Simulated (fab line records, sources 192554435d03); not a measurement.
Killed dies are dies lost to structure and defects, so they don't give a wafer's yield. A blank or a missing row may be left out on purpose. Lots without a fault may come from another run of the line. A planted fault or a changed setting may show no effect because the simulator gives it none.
fab line records | flow n5_finfet
record lots=6 wafers=18 last_day=20
route steps=1938 shown MIM_BOT_LITHO@1855 MIM_BOT_ETCH@1866 PASSIVATION@1936
lots that met no fault: from a run of the same line without faults
start_h: hours from the record's first day to the start of the lot's first wafer shown | wait_h: hours since the lot's step before | " the same as in the row above | L1.1+2: a row that stands for several wafers | - no value, or no start given | * or withheld: withheld | < > ~ a bound
route shown NAME@n: a module of which the file shows steps, and the number in the route of the first | usual: mean/standard deviation of fault-free wafers | same: alike in all rows | chamber/n: place in a boat | sites: the reading at each site | _std_site: their standard deviation | _edge_site: outer sites' mean less inner sites' | radius_mm: how far each site lies from the wafer's centre | mask NAME#n: copy n | behind: the tool/chamber that last shaped the wafer | hold: why the lot was held/for how many hours/how that ended | device: the transistor (n, p or np) that didn't switch | end of line: the same wafers' tests at the end of the route | a step without rows: its recipe alone | killed: dies lost to structure and defects at the first sort, not the wafer's yield | map: a wafer's dies, x killed, . not, _ none there
set.NAME: the setting as run; set.NAME@STEP: as run at that earlier step | model.NAME: the simulator's own value behind a step, which no gauge read
lots at some steps of the route; a table a step, a row a wafer
services: from which hour (start_h, from the record's first day; less than 0 if before it) a tool's chamber was out of use, for how many hours, and why
## steps
# step N5_MIM_BOT_LITHO_COAT_02
# recipe spin_rpm=* resist_thk_nm=*
# step N5_MIM_BOT_LITHO_EBR_04
# recipe solvent=PGMEA ebr_width_mm=1.5
# step N5_MIM_BOT_LITHO_SOFTBAKE_03
# recipe temp_c=100 time_s=90
# step N5_MIM_BOT_LITHO_EXPOSE_05
# recipe mask_id=MIM_BOT na=0.55 source_shape=conventional sigma_outer=0.8 polarization=unpolarized dose_mj=24.25
# step N5_MIM_BOT_LITHO_PEB_06
# recipe peb_temp_c=withheld peb_time_s=*
# step N5_MIM_BOT_LITHO_DEVELOP_07
# recipe develop_time_s=60 rinse_liquid=diw dry=air_spin dev_temp_c=21
# step N5_MIM_BOT_LITHO_HARDBAKE_09
# recipe temp_c=130 time_s=120
# step N5_MIM_BOT_LITHO_CD_MEAS_08
# recipe target_cd_nm=3000 landing_energy_ev=500 detector=se_inlens polarity=opening
# usual cd_nm=3000.5/2.2
# columns lot.wafer tool chamber start_h wait_h cd_nm
L311.1 cd_sem-03 0 290.45 - 3001.9
L311.4 " 0 " " 3000.1
L311.6 " 0 " " 2998.4
L320.1 cd_sem-02 0 337.36 - 3001.1
L320.3 " 0 " " 2997.9
L320.4 " 0 " " 3000.1
L319.1 cd_sem-02 0 340.19 - 3001.9
L319.3 " 0 " " 3000.5
L319.6 " 0 " " 3001.2
L318.1 cd_sem-03 0 367.85 - 2998.2
L318.5 " 0 " " 3001.4
L318.6 " 0 " " 3002.8
L331.1 cd_sem-02 0 449.06 - 3000.2
L331.2 " 0 " " 3001.4
L331.3 " 0 " " 2996.1
L327.2 cd_sem-01 0 459.58 - 3001.0
L327.4 " 0 " " 2994.8
L327.6 " 0 " " 2997.4
# step N5_MIM_BOT_LITHO_OVL_MEAS_11
# recipe points_per_wafer=44
# usual MIM_BOT_OVL=5/6
# columns lot.wafer tool chamber start_h wait_h MIM_BOT_OVL[nm]
L311.1 overlay-01 0 290.48 0.0 12
L311.4 " 0 " " 12
L311.6 " 0 " " 9
L320.1 overlay-01 0 337.39 0.0 0
L320.3 " 0 " " 8
L320.4 " 0 " " 6
L319.1 overlay-02 0 340.22 0.0 5
L319.3 " 0 " " -3
L319.6 " 0 " " 12
L318.1 overlay-02 0 367.88 0.0 4
L318.5 " 0 " " 8
L318.6 " 0 " " 4
L331.1 overlay-02 0 449.09 0.0 15
L331.2 " 0 " " 0
L331.3 " 0 " " 13
L327.2 overlay-02 0 459.60 0.0 2
L327.4 " 0 " " -1
L327.6 " 0 " " 2
# step N5_MIM_BOT_LITHO_INSPECT_12
# recipe mode=adi inspect_instrument=macro
# usual raw_defect_count=2.1/1.6
# columns lot.wafer tool chamber start_h wait_h raw_defect_count
L311.1 defect_inspect-02 - 290.51 0.0 2
L311.4 " - " " 4
L311.6 " - " " 3
L320.1 defect_inspect-02 - 337.41 0.0 1
L320.3 " - " " 5
L320.4 " - " " 0
L319.1 defect_inspect-01 - 340.24 0.0 4
L319.3 " - " " 1
L319.6 " - " " 1
L318.1 defect_inspect-01 - 367.90 0.0 5
L318.5 " - " " 1
L318.6 " - " " 1
L331.1 defect_inspect-01 - 449.11 0.0 3
L331.2 " - " " 1
L331.3 " - " " 3
L327.2 defect_inspect-01 - 459.63 0.0 1
L327.4 " - " " 2
L327.6 " - " " 7
# step N5_MIM_BOT_LITHO_DESCUM_10
# recipe chemistry=O2 time_s=7.9 source_power_w=50 bias_power_w=20 pressure_mtorr=20 rf_frequency_hz=2.712e+07 temp_c=40 o2_flow_sccm=225
# usual drypump_motor_current_A=5.6/0.39 o2_flow_sccm=225.0/0.68 oes_product_au=0.81/0.095 rf_vpp_V=243.4/1.6 showerhead_plenum_p_Torr=2.11/0.08 throttle_valve_pct=20.41/0.3
# columns lot.wafer tool chamber start_h wait_h drypump_motor_current_A o2_flow_sccm oes_product_au rf_hours_counter_h rf_vpp_V showerhead_plenum_p_Torr throttle_valve_pct
L311.1 rie_diel-01 2 290.54 0.0 5.1 224.4 0.69 242 241.5 2.06 20.61
L311.4 " 1 " " 5.8 225.6 0.76 154 243.4 2.18 20.20
L311.6 " 1 " " 5.8 224.9 0.77 - 246.1 2.18 20.20
L320.1 rie_diel-04 1 337.73 0.3 6.1 224.5 0.68 233 241.6 1.98 20.71
L320.3 " 3 " " 5.5 225.0 0.72 200 242.2 2.02 20.67
L320.4 " 1 " " 6.1 225.0 0.68 - 240.7 1.98 20.70
L319.1 rie_diel-04 1 340.27 0.0 6.1 224.6 0.68 234 241.5 1.98 20.71
L319.3 " 3 " " 5.5 224.6 0.71 201 242.7 2.02 20.67
L319.6 " 1 " " 6.2 225.6 0.68 - 241.9 1.98 20.70
L318.1 rie_diel-05 2 368.71 0.8 5.3 225.7 0.88 36 243.7 2.11 20.13
L318.5 " 3 " " 5.5 225.9 0.90 - 246.1 2.23 20.05
L318.6 " 2 " " 5.3 225.6 0.88 - 243.4 2.11 20.14
L331.1 rie_diel-04 0 449.15 0.0 5.8 225.3 0.73 202 243.1 2.10 20.29
L331.2 " 3 " " 5.5 224.1 0.69 244 241.2 2.00 20.74
L331.3 " 2 " " 5.6 225.4 0.77 132 245.1 2.08 20.56
L327.2 rie_diel-05 2 460.09 0.5 5.3 224.2 0.84 62 244.5 2.10 20.19
L327.4 " 1 " " 6.2 226.7 0.70 217 243.1 2.07 20.96
L327.6 " 1 " " 6.2 225.7 0.71 - 244.1 2.07 20.96
# step N5_MIM_BOT_ETCH_ETCH_04
# recipe chemistry=CF4/O2 target=SiNx target_depth_a=260 time_s=13 ion_energy_ev=100 pressure_mtorr=40 source_w=535 bias_w=49 Ar_flow_sccm=100 cf4_flow_sccm=100 O2_flow_sccm=10
# usual drypump_motor_current_A=5.6/0.39 mfc_ar_sccm=100.0/0.33 oes_product_au=0.81/0.091 rf_vpp_V=242/5.9 showerhead_plenum_p_Torr=2.22/0.088 throttle_valve_pct=16.0/0.3
# columns lot.wafer tool chamber start_h wait_h drypump_motor_current_A mfc_ar_sccm oes_product_au rf_hours_counter_h rf_vpp_V showerhead_plenum_p_Torr throttle_valve_pct
L311.1 rie_diel-01 2 290.61 0.0 5.1 99.9 0.68 242 237 2.16 16.1
L311.4 " 1 " " 5.8 100.1 0.75 154 255 2.30 15.9
L311.6 " 1 " " 5.9 99.9 0.74 - 254 2.30 15.9
L320.1 rie_diel-04 1 337.80 0.0 6.1 100.4 0.69 233 237 2.11 16.4
L320.3 " 3 " " 5.5 99.8 0.75 200 233 2.10 16.1
L320.4 " 1 " " 6.1 99.9 0.69 - 237 2.11 16.4
L319.1 rie_diel-04 1 340.34 0.0 6.1 100.0 0.69 234 237 2.11 16.4
L319.3 " 3 " " 5.5 99.8 0.75 201 232 2.10 16.1
L319.6 " 1 " " 6.1 100.2 0.69 - 236 2.11 16.4
L318.1 rie_diel-05 2 368.78 0.0 5.3 99.7 0.87 36 242 2.25 15.8
L318.5 " 3 " " 5.4 100.0 0.90 - 241 2.35 15.6
L318.6 " 2 " " 5.3 99.5 0.86 - 244 2.25 15.8
L331.1 rie_diel-04 0 449.21 0.0 5.8 100.2 0.70 202 253 2.17 15.7
L331.2 " 3 " " 5.5 100.0 0.72 244 231 2.08 16.2
L331.3 " 2 " " 5.6 99.9 0.79 132 241 2.23 16.4
L327.2 rie_diel-05 2 460.16 0.0 5.3 100.3 0.83 62 242 2.24 15.8
L327.4 " 1 " " 6.1 99.8 0.72 217 241 2.16 16.3
L327.6 " 1 " " 6.1 100.5 0.72 - 240 2.16 16.3
# step N5_MIM_BOT_ETCH_ETCH_03
# recipe chemistry=Cl2/BCl3 target_depth_a=120 pressure_mtorr=8 icp_w=800 bias_w=100 Cl2_flow_sccm=20 bcl3_flow_sccm=80
# usual drypump_motor_current_A=5.65/0.18 oes_product_au=0.81/0.053 throttle_valve_pct=27.68/0.23
# columns lot.wafer tool chamber start_h wait_h drypump_motor_current_A oes_product_au rf_hours_counter_h throttle_valve_pct model.etch.depth_nm model.MIM_BOT_ETCH.cd_offset_nm
L311.1 rie_metal-03 1 290.70 0.1 5.75 0.90 10 27.91 12.55 -0.6
L311.4 " 1 " " 5.75 0.91 - 27.90 12.64 -0.4
L311.6 " 1 " " 5.74 0.91 - 27.90 12.68 -0.2
L320.1 rie_metal-02 0 337.88 0.1 5.63 0.76 48 27.29 11.74 0
L320.3 " 0 " " 5.63 0.76 - 27.29 11.66 -0.2
L320.4 " 1 " " 5.36 0.76 - 27.63 11.14 0.4
L319.1 rie_metal-01 1 340.43 0.1 5.85 0.85 20 27.89 12.52 0.2
L319.3 " 1 " " 5.85 0.85 - 27.91 12.36 0
L319.6 " 1 " " 5.87 0.85 - 27.90 12.43 0
L318.1 rie_metal-01 0 368.87 0.1 5.71 0.84 25 27.80 11.99 0
L318.5 " 1 " " 5.88 0.85 - 27.91 12.65 -0.6
L318.6 " 0 " " 5.72 0.83 - 27.81 11.98 0.4
L331.1 rie_metal-02 0 449.31 0.1 5.65 0.76 57 27.29 11.94 0
L331.2 " 1 " " 5.36 0.92 49 27.65 15.55 -1.4
L331.3 " 0 " " 5.68 0.92 - 27.31 16.14 -1.8
L327.2 rie_metal-02 1 460.25 0.1 5.37 0.91 50 27.65 15.36 -1.2
L327.4 " 0 " " 5.68 0.73 - 27.30 11.74 0
L327.6 " 0 " " 5.66 0.74 - 27.29 11.7 0
# step N5_MIM_BOT_ETCH_ETCH_00
# recipe chemistry=Cl2/BCl3 target=TiN target_depth_a=455 ion_energy_ev=150 pressure_mtorr=10 icp_w=1000 bias_w=126 Cl2_flow_sccm=53.25 bcl3_flow_sccm=21.75 Ar_flow_sccm=25
# usual drypump_motor_current_A=5.65/0.17 mfc_ar_sccm=25.00/0.078 oes_product_au=0.81/0.051 throttle_valve_pct=22.00/0.19
# columns lot.wafer tool chamber start_h wait_h drypump_motor_current_A mfc_ar_sccm oes_product_au rf_hours_counter_h throttle_valve_pct model.MIM_BOT_ETCH.cd_offset_nm
L311.1 rie_metal-03 1 290.88 0.1 5.74 24.91 0.91 10 21.94 0
L311.4 " 1 " " 5.75 24.89 0.90 - 21.93 0
L311.6 " 1 " " 5.74 24.90 0.90 - 21.94 0.2
L320.1 rie_metal-02 0 337.97 0.1 5.66 25.14 0.76 48 21.71 -0.2
L320.3 " 0 " " 5.64 25.15 0.77 - 21.69 -0.4
L320.4 " 1 " " 5.37 24.98 0.76 - 21.97 0.2
L319.1 rie_metal-01 1 340.52 0.1 5.88 25.07 0.86 20 22.29 -0.4
L319.3 " 1 " " 5.88 25.14 0.86 - 22.29 -0.6
L319.6 " 1 " " 5.88 25.16 0.84 - 22.30 -0.4
L318.1 rie_metal-01 0 368.96 0.1 5.74 25.06 0.84 25 22.11 0.2
L318.5 " 1 " " 5.86 24.85 0.85 - 22.28 -0.6
L318.6 " 0 " " 5.74 24.96 0.83 - 22.10 0.6
L331.1 rie_metal-02 0 449.40 0.1 5.66 24.97 0.75 57 21.71 0
L331.2 " 1 " " 5.33 24.85 0.75 49 21.99 -1.6
L331.3 " 0 " " 5.66 25.08 0.75 - 21.72 -1.8
L327.2 rie_metal-02 1 460.34 0.1 5.36 24.99 0.73 50 21.99 -1.6
L327.4 " 0 " " 5.65 25.05 0.74 - 21.71 0
L327.6 " 0 " " 5.65 24.92 0.75 - 21.71 -0.2
# step N5_MIM_BOT_ETCH_STRIP_01
# recipe chemistry=O2 power_w=600 temp_c=60 pressure_mtorr=30 rf_frequency_hz=6e+07 bias_power_w=0 overash_fraction=0.5 o2_flow_sccm=225
# usual drypump_motor_current_A=5.6/0.43 o2_flow_sccm=225.0/0.78 oes_product_au=0.81/0.097 rf_vpp_V=3.6/1.2 showerhead_plenum_p_Torr=2.11/0.077 throttle_valve_pct=16.66/0.28
# same overash_fraction=0.5
# columns lot.wafer tool chamber start_h wait_h drypump_motor_current_A o2_flow_sccm oes_product_au rf_hours_counter_h rf_vpp_V showerhead_plenum_p_Torr throttle_valve_pct
L311.1 rie_diel-01 3 291.14 0.2 5.0 225.3 0.73 179 5.0 2.02 16.96
L311.4 " 2 " " 5.1 226.0 0.68 242 3.6 2.06 16.89
L311.6 " 1 " " 5.8 225.9 0.76 - 3.5 2.18 16.50
L320.1 rie_diel-04 1 338.12 0.1 6.1 225.6 0.69 233 4.2 1.98 17.03
L320.3 " 3 " " 5.5 225.8 0.73 200 2.4 2.02 16.93
L320.4 " 1 " " 6.2 224.7 0.68 - 3.6 1.98 17.00
L319.1 rie_diel-04 3 340.66 0.1 5.5 225.6 0.71 201 4.0 2.02 16.93
L319.3 " 1 " " 6.1 225.9 0.68 235 6.1 1.98 17.03
L319.6 " 2 " " 5.6 224.8 0.82 - 5.5 2.10 16.72
L318.1 rie_diel-01 1 369.19 0.2 5.8 224.5 0.77 178 4.3 2.17 16.58
L318.5 " 3 " " 5.1 225.6 0.72 - 4.0 2.01 16.99
L318.6 " 0 " " 6.2 223.5 0.91 - 2.9 2.15 16.59
L331.1 rie_diel-01 2 449.54 0.1 5.1 225.5 0.90 33 4.6 2.05 16.50
L331.2 " 3 " " 5.0 224.3 0.68 234 2.4 2.00 17.01
L331.3 " 0 " " 6.2 224.0 0.84 67 4.1 2.15 16.59
L327.2 rie_diel-04 0 460.51 0.1 5.8 223.8 0.73 206 2.8 2.11 16.60
L327.4 " 1 " " 6.1 224.0 0.94 12 3.6 2.24 16.63
L327.6 " 0 " " 5.9 223.0 0.73 - 3.5 2.11 16.58
# step N5_PASSIVATION_PROBE_49
# usual defect_limited_yield=91.2/1.5 killed_at_M0_to_M3=36/10 killed_at_M4_up=14/5.2 killed_at_contacts=12/6 killed_at_front_end=37/10 killed_at_other=4/3.3 killed_dies=104/18 killed_open=68/14 killed_short=34/7.4 sort_bin_5_function=5.2/1 sort_bin_6_memory=3.3/0.7 sort_bin_8_speed=0.01/0.045 sort_n_pass=1076/18 sort_yield_pct=91.2/1.5
# same gross_dies=1180 killed_at_back_side=0 sort_bin_4_leakage[%]=0
# columns lot.wafer tool chamber start_h wait_h defect_limited_yield[%] killed_at_M0_to_M3 killed_at_M4_up killed_at_contacts killed_at_front_end killed_at_other killed_dies killed_open killed_short sort_bin_5_function[%] sort_bin_6_memory[%] sort_bin_8_speed[%] sort_n_pass sort_yield_pct[%]
L320.1 prober-02 - 347.31 0.0 90.3 33 19 18 43 1 114 82 30 6.1 3.2 0 1066 90.3
L320.3 prober-02 - 347.41 0.1 87.8 40 24 26 49 5 144 88 49 6.8 4.7 0 1036 87.8
L320.4 prober-02 - 347.46 0.2 92.1 19 19 18 36 1 93 62 24 4.1 2.8 0 1087 92.1
# killed by level:class
L320.1 MOL_CONTACT_COAG:geometric_particle:open=17 STI_FIN_REVEAL:geometric_particle:open=9 FIN_SAQP:geometric_particle:open=8 FIN_SAQP:geometric_particle:short=8 BEOL_M5:geometric_particle:open=7 BEOL_M1:geometric_particle:open=6 BEOL_M3:geometric_particle:open=5 ILD0:geometric_particle:open=4
L320.3 MOL_CONTACT_COAG:geometric_particle:open=19 FIN_SAQP:geometric_particle:short=14 BEOL_M3:geometric_particle:open=11 FIN_SAQP:geometric_particle:open=10 MOL_CONTACT_COAG:geometric_particle:short=7 BEOL_M5:geometric_particle:open=7 BEOL_M0_SAQP:geometric_particle:open=6 BEOL_M0_SAQP:geometric_particle:short=6
L320.4 MOL_CONTACT_COAG:geometric_particle:open=16 FIN_SAQP:geometric_particle:open=9 HKMG_FIN:area_etch=6 FIN_SAQP:geometric_particle:short=5 BEOL_M1:geometric_particle:open=5 BEOL_M0:geometric_particle:open=4 STARTING-WAFER:geometric_particle:open=4 BEOL_M5:geometric_particle:open=4
## services
# columns tool chamber start_h hours kind
rie_diel-04 0 268.44 10.6 repair
rie_diel-05 2 269.41 - clean
rie_diel-05 2 269.41 - consumable_replace:focus_ring
rie_diel-05 2 269.41 16.1 scheduled_down
rie_diel-05 2 269.41 16.1 vent_cycle
rie_metal-03 0 273.67 - clean
rie_metal-03 0 273.67 26.6 scheduled_down
rie_diel-04 3 273.77 2.0 repair
rie_diel-05 1 286.76 30.4 repair
rie_diel-01 1 313.20 6.2 repair
rie_diel-01 2 319.40 - clean
rie_diel-01 2 319.40 - consumable_replace:focus_ring
rie_diel-01 2 319.40 19.2 scheduled_down
rie_diel-01 2 319.40 19.2 vent_cycle
rie_diel-05 0 350.11 - clean
rie_diel-05 0 350.11 - consumable_replace:focus_ring
rie_diel-05 0 350.11 - consumable_replace:showerhead
rie_diel-05 0 350.11 16.8 scheduled_down
rie_diel-05 0 350.11 16.8 vent_cycle
rie_diel-01 - 351.84 15.6 pm
rie_diel-04 1 380.23 18.4 repair
rie_diel-04 0 386.71 4.0 repair
rie_diel-04 - 416.71 2.8 pm
rie_diel-01 0 427.65 10.6 repair
## key
first_sign none at tools or gauges
model_effect step=N5_MIM_BOT_ETCH_ETCH_03 value=etch.depth_nm without=11.4 struck=15.68
model_effect step=N5_MIM_BOT_ETCH_ETCH_00 value=MIM_BOT_ETCH.cd_offset_nm without=0.06667 struck=-1.667
met_at N5_MIM_BOT_ETCH_ETCH_03
struck_wafers L327.2,L331.2,L331.3
onset_between 337.88 449.31
fault kind=process_parameter_drift tool=rie_metal-02 chamber=- onset_h=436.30 steps=N5_MIM_BOT_ETCH_ETCH_03 channel=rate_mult offset=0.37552 shape=step end_h=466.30 scope=struck_wafers_only
